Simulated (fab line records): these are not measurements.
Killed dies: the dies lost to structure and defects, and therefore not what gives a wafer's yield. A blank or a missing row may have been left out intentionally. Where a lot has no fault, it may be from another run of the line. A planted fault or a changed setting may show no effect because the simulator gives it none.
Split-lot experiment :: flow n5-finfet :: on a route of 1938 steps: 7 lots, 21 wafers read

SPLIT DETAILS
At N5_SDB_ETCH_25 (etches SiO2 in C4F6/O2, target depth 10 nm, time 3.3 s), the setting time-s was moved away from the recipe's 3.3 s on 5 of the 21 wafers read, by -16.0% to +13.8%. The other wafers ran this setting at the recipe's value.

The reading is taken at the split's own step.

THE READING
etch.depth-nm (the simulator's own value, which no gauge read), in nm, at N5_SDB_ETCH_25 (etches SiO2 in C4F6/O2, target depth 10 nm, time 3.3 s). The file does not state a usual value for it. The 16 wafers here that ran the recipe average 9.923 nm, standard deviation 0.18 nm.

wafer: L074.2
tool, chamber at the split: rie-diel-03, 1
time-s as run, s: 3.3
against the recipe: recipe
etch.depth-nm, nm: 9.912
against lot-mates on the recipe: -

wafer: L074.4
tool, chamber at the split: rie-diel-03, 3
time-s as run, s: 3.3
against the recipe: recipe
etch.depth-nm, nm: 9.86
against lot-mates on the recipe: -

wafer: L074.5
tool, chamber at the split: rie-diel-03, 3
time-s as run, s: 3.3
against the recipe: recipe
etch.depth-nm, nm: 9.857
against lot-mates on the recipe: -

wafer: L076.1
tool, chamber at the split: rie-diel-01, 0
time-s as run, s: 3.756
against the recipe: +13.8%
etch.depth-nm, nm: 11.3
against lot-mates on the recipe: +1.407

wafer: L076.2
tool, chamber at the split: rie-diel-01, 3
time-s as run, s: 3.3
against the recipe: recipe
etch.depth-nm, nm: 10.01
against lot-mates on the recipe: -

wafer: L076.6
tool, chamber at the split: rie-diel-01, 1
time-s as run, s: 3.3
against the recipe: recipe
etch.depth-nm, nm: 9.777
against lot-mates on the recipe: -

wafer: L077.2
tool, chamber at the split: rie-diel-03, 3
time-s as run, s: 3.3
against the recipe: recipe
etch.depth-nm, nm: 9.773
against lot-mates on the recipe: -

wafer: L077.4
tool, chamber at the split: rie-diel-03, 1
time-s as run, s: 3.026
against the recipe: -8.3%
etch.depth-nm, nm: 9.022
against lot-mates on the recipe: -0.889

wafer: L077.6
tool, chamber at the split: rie-diel-03, 2
time-s as run, s: 3.3
against the recipe: recipe
etch.depth-nm, nm: 10.05
against lot-mates on the recipe: -

wafer: L082.2
tool, chamber at the split: rie-diel-02, 0
time-s as run, s: 2.771
against the recipe: -16.0%
etch.depth-nm, nm: 8.312
against lot-mates on the recipe: -1.691

wafer: L082.3
tool, chamber at the split: rie-diel-02, 2
time-s as run, s: 3.3
against the recipe: recipe
etch.depth-nm, nm: 10.2
against lot-mates on the recipe: -

wafer: L082.4
tool, chamber at the split: rie-diel-02, 1
time-s as run, s: 3.3
against the recipe: recipe
etch.depth-nm, nm: 9.806
against lot-mates on the recipe: -

wafer: L083.1
tool, chamber at the split: rie-diel-03, 1
time-s as run, s: 3.543
against the recipe: +7.4%
etch.depth-nm, nm: 10.61
against lot-mates on the recipe: +0.370

wafer: L083.3
tool, chamber at the split: rie-diel-03, 2
time-s as run, s: 3.543
against the recipe: +7.4%
etch.depth-nm, nm: 10.91
against lot-mates on the recipe: +0.670

wafer: L083.4
tool, chamber at the split: rie-diel-03, 2
time-s as run, s: 3.3
against the recipe: recipe
etch.depth-nm, nm: 10.24
against lot-mates on the recipe: -

wafer: L090.1
tool, chamber at the split: rie-diel-02, 2
time-s as run, s: 3.3
against the recipe: recipe
etch.depth-nm, nm: 10.16
against lot-mates on the recipe: -

wafer: L090.2
tool, chamber at the split: rie-diel-02, 3
time-s as run, s: 3.3
against the recipe: recipe
etch.depth-nm, nm: 9.974
against lot-mates on the recipe: -

wafer: L090.6
tool, chamber at the split: rie-diel-02, 3
time-s as run, s: 3.3
against the recipe: recipe
etch.depth-nm, nm: 9.91
against lot-mates on the recipe: -

wafer: L095.1
tool, chamber at the split: rie-diel-03, 3
time-s as run, s: 3.3
against the recipe: recipe
etch.depth-nm, nm: 9.571
against lot-mates on the recipe: -

wafer: L095.4
tool, chamber at the split: rie-diel-03, 3
time-s as run, s: 3.3
against the recipe: recipe
etch.depth-nm, nm: 9.704
against lot-mates on the recipe: -

wafer: L095.6
tool, chamber at the split: rie-diel-03, 0
time-s as run, s: 3.3
against the recipe: recipe
etch.depth-nm, nm: 9.957
against lot-mates on the recipe: -

FIT RESULTS
A straight line over all 21 wafers: etch.depth-nm changes by +0.103 nm for each +1% of time-s; r = +0.96; the points scatter about the line by 0.17 nm.
The same after taking each lot's own level away (the mean of its wafers on the recipe; 21 wafers): +0.0987 nm for each +1%; r = +0.97; scatter 0.14 nm.
On that fit, the largest move of time-s shifts the reading by 1.6 nm.
Measured against the standard deviation above, the lots' own levels, which go from 9.7440 to 10.2400 nm, span 2.8 times it.
So the lot-to-lot level changes the slope little: the two slopes agree.
Check: with one of the wafers moved furthest among these (-16.0%) left out of the fit, the line predicts -1.53 nm for it against its lot-mates. Against them it came out at -1.69 nm.

FURTHER SPLITS ON THESE WAFERS
These wafers also went through other splits before the reading. Each is held against what the fit with the lots' levels taken away leaves over:
other split on the same wafers: N5_WELL_APT_COAT_02 spin-rpm
wafers away from the commonest value: 3
r with etch.depth-nm (lot level and that fit taken away): -0.18

other split on the same wafers: N5_WELL_APT_EXPOSE_05 dose-mj
wafers away from the commonest value: 6
r with etch.depth-nm (lot level and that fit taken away): -0.03

other split on the same wafers: N5_PMOS_HMC_CHANNEL_EPI_HM_DEP_34 time-s
wafers away from the commonest value: 7
r with etch.depth-nm (lot level and that fit taken away): -0.27

other split on the same wafers: N5_DUMMY_GATE_COAT_34 spin-rpm
wafers away from the commonest value: 7
r with etch.depth-nm (lot level and that fit taken away): +0.09

other split on the same wafers: N5_SD_EPI_P_EPI_21 temp-c
wafers away from the commonest value: 10
r with etch.depth-nm (lot level and that fit taken away): +0.09

FILE'S OWN FIT
etch.depth-nm changes by +0.101 nm for each +1% of time-s, r = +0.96.
